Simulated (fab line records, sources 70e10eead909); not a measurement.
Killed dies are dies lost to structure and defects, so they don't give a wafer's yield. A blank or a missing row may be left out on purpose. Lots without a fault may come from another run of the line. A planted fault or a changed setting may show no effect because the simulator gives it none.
Chamber matching | flow nand_harc | NHARC_A_WL_FILL_ALD_10 on ald_hk-04: 4 sister chambers
The step deposits SiO2, target thk 50 nm, pulse time 10 s, ald cycles 500. 8 wafers are shown with their chamber, then 7 later ones without.

WAFERS WITH THEIR CHAMBER
wafer  | chamber | heater_power_w (W) | precursor_pulse_height_rel
L675.2 | 1       | 482                | 0.977
L685.2 | 0       | 463                | 1.021
L685.1 | 2       | 438                | 1.021
L685.5 | 0       | 452                | 0.992
L687.5 | 3       | 434                | 1.008
L687.6 | 2       | 449                | 0.995
L689.3 | 3       | 434                | 0.994
L689.2 | 1       | 462                | 1.000

WAFERS WITHOUT THEIR CHAMBER
wafer  | heater_power_w (W) | precursor_pulse_height_rel
L689.6 | 438                | 1.024
L688.1 | 459                | 0.987
L688.3 | 468                | 1.017
L688.4 | 431                | 1.008
L697.3 | 460                | 1.008
L697.4 | 475                | 1.000
L697.6 | 440                | 0.959

WHICH CHAMBER EACH WENT THROUGH
wafer  | from the rows above               | in truth
L689.6 | can't be placed: 2 or 3 or 0      | 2
L688.1 | can't be placed: 0 or 1 or 2 or 3 | 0
L688.3 | can't be placed: 0 or 1 or 2      | 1
L688.4 | can't be placed: 3 or 2           | 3
L697.3 | can't be placed: 0 or 1 or 2      | 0
L697.4 | can't be placed: 1 or 0           | 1
L697.6 | can't be placed: 3 or 2 or 0 or 1 | 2
Placed correctly: 0 of 7. Can't be placed from these rows: 7 (the true chamber is among the candidates in 7). Placed wrongly: 0.
How it was worked out, from the rows above alone: a wafer's distance from a chamber is the root of the sum, over the readings, of the square of ((its reading less the chamber's mean) divided by the reading's scatter). The wafer belongs to the nearest chamber; if the next one is less than 2 further off, it can't be placed. A chamber's mean is the mean of its shown wafers. The scatter: the root of (the sum of the squares of (reading less its chamber's mean) over the shown wafers, divided by (wafers less chambers)).
